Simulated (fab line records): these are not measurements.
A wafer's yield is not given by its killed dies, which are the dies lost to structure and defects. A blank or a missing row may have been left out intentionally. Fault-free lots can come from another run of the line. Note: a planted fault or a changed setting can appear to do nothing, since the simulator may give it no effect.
A struck lot beside a sound one || flow n5 finfet || 16 steps out of a route of 1938
Sound: these wafers, L935.4, L935.5, L935.6. Wafers struck: L933.1, L933.3, L933.5. The cause is given at the end.
At each step with rows: each side's tool, then ch and its chambers, then its first start. Under that, the readings that differ: sound wafers || struck wafers || difference of the means || sigmas: that difference in standard deviations of wafers without a fault.
alike: words and numbers the same on both sides, and readings whose means are apart by under 2 such deviations; not compared: readings that were withheld, readings missing a value for some wafer, numbers with overlapping values and no deviation given by the record, and bounds like >300 which may hide the same value.
Wherever a step has rows on one side only, a row that says differs or no value, or a row with sigmas, the two part there. Numbers that have no deviation but don't overlap get no sigmas and don't part them. A reading that every wafer of one side lacks parts them only if that side has two wafers or more.

N5_BEOL_M2_ANNEAL_49: time 240 s.
  struck on pvd sputter-01, day 12 17:33; sound on pvd sputter-02, day 13 06:32
  alike: heater power w, susceptor temp C, susceptor_temp_C_max
N5_BEOL_M2_SPUTTER_79: material Cu, target thk 4.5 nm, time 8.29 s.
  struck on pvd sputter-01, day 12 17:41; sound on pvd sputter-02, day 13 06:41
  alike: susceptor temp C, throttle valve pct
then, 1 step without rows for these wafers: N5_BEOL_M2_ANNEAL_80 (time 240 s).
N5_BEOL_M2_SPUTTER_81: material Cu, target thk 4.5 nm, time 8.29 s.
  struck on pvd sputter-01, day 12 17:55; sound on pvd sputter-02, day 13 06:54
  alike: susceptor temp C, throttle valve pct
then, 2 steps without rows for these wafers: N5_BEOL_M2_ANNEAL_82 (time 240 s); N5_BEOL_M2_SPUTTER_86 (material Cu, target thk 4.5 nm, time 8.29 s).
N5_BEOL_M2_ANNEAL_87: time 240 s.
  struck on pvd sputter-01, day 12 18:13; sound on pvd sputter-02, day 13 07:12
  alike: heater power w, susceptor temp C, susceptor_temp_C_max
then, 1 step without rows for these wafers: N5_BEOL_M2_SPUTTER_88 (material Cu, target thk 4.5 nm, time 8.29 s).
N5_BEOL_M2_ANNEAL_89: time 240 s.
  struck on pvd sputter-01, day 12 18:26; sound on pvd sputter-02, day 13 07:25
  alike: heater power w, susceptor temp C, susceptor_temp_C_max
then, 3 steps without rows for these wafers: N5_BEOL_M2_SPUTTER_90 (material Cu, target thk 4.5 nm, time 8.29 s); N5_BEOL_M2_ANNEAL_91 (time 240 s); N5_BEOL_M2_SPUTTER_92 (material Cu, target thk 4.5 nm, time 8.29 s).
N5_BEOL_M2_ANNEAL_93: time 240 s.
  struck on pvd sputter-01, day 12 18:52; sound on pvd sputter-02, day 13 07:52
  no value came back on the struck wafers for heater power w (W), susceptor temp C (C), susceptor_temp_C_max; on the sound wafers heater power w (W) reads 863 729 762
then, 1 step without rows for these wafers: N5_BEOL_M2_SPUTTER_94 (material Cu, target thk 4.5 nm, time 8.29 s).
-- a jump in the record: the struck wafers' starts before and after are 3 days apart (it breaks off in module BEOL_M2 and resumes in module BEOL_M4, where the first step shown is number 1111 of the route) --
N5_BEOL_M4_RC_MEAS_101:
  sound on prober-01 ch 0, day 17 07:47; struck on prober-01 ch 0, day 15 10:29
{"reading": "SS_N (mV/dec)", "sound": "71.5 71.4 70.6", "struck": "72.4 72.8 73.1", "difference": "+1.6", "sigmas": "+3"}
  alike: DIBL_N, DIBL_P, IOFF_N, IOFF_P, ION_N, ION_P, SS_P, VT_N, VT_P
-- record jumps: 5 days separate the struck wafers' starts on either side; left off in module BEOL_M4, taken up again in module PASSIVATION, whose first shown step is the route's number 1936 --
N5_PASSIVATION_PROBE_49:
  struck on prober-02, day 20 12:20; sound on prober-01, day 22 01:23
{"reading": "defect limited yield (%)", "sound": "92.4 93.7", "struck": "88.5 90.3 89.4", "difference": -3.7, "sigmas": -3}
{"reading": "killed at front end", "sound": "29 19", "struck": "47 56 44", "difference": "+25", "sigmas": "+3"}
{"reading": "killed dies", "sound": "90 74", "struck": "136 115 125", "difference": "+43", "sigmas": "+3"}
{"reading": "killed open", "sound": "53 45", "struck": "86 66 84", "difference": "+30", "sigmas": "+2"}
{"reading": "sort_bin_5_function (%)", "sound": "4.8 4.0", "struck": "7.4 6.0 5.9", "difference": "+2.0", "sigmas": "+2"}
{"reading": "sort_bin_6_memory (%)", "sound": "2.1 1.9", "struck": "3.6 3.5 4.1", "difference": "+1.7", "sigmas": "+3"}
{"reading": "sort n pass", "sound": "1090 1106", "struck": "1044 1065 1055", "difference": -43, "sigmas": -3}
{"reading": "sort yield pct (%)", "sound": "92.4 93.7", "struck": "88.5 90.3 89.4", "difference": -3.7, "sigmas": -3}
  alike: killed_at_M0_to_M3, killed_at_M4_up, killed at contacts, killed at other, killed short

WHERE THEY PART
Last at N5_PASSIVATION_PROBE_49 as far as this record goes, first at N5_BEOL_M2_ANNEAL_93.

WHY: whatever the simulator had introduced
Whole step skipped at N5_BEOL_M2_ANNEAL_93 on pvd sputter-01, starting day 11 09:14. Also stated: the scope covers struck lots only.
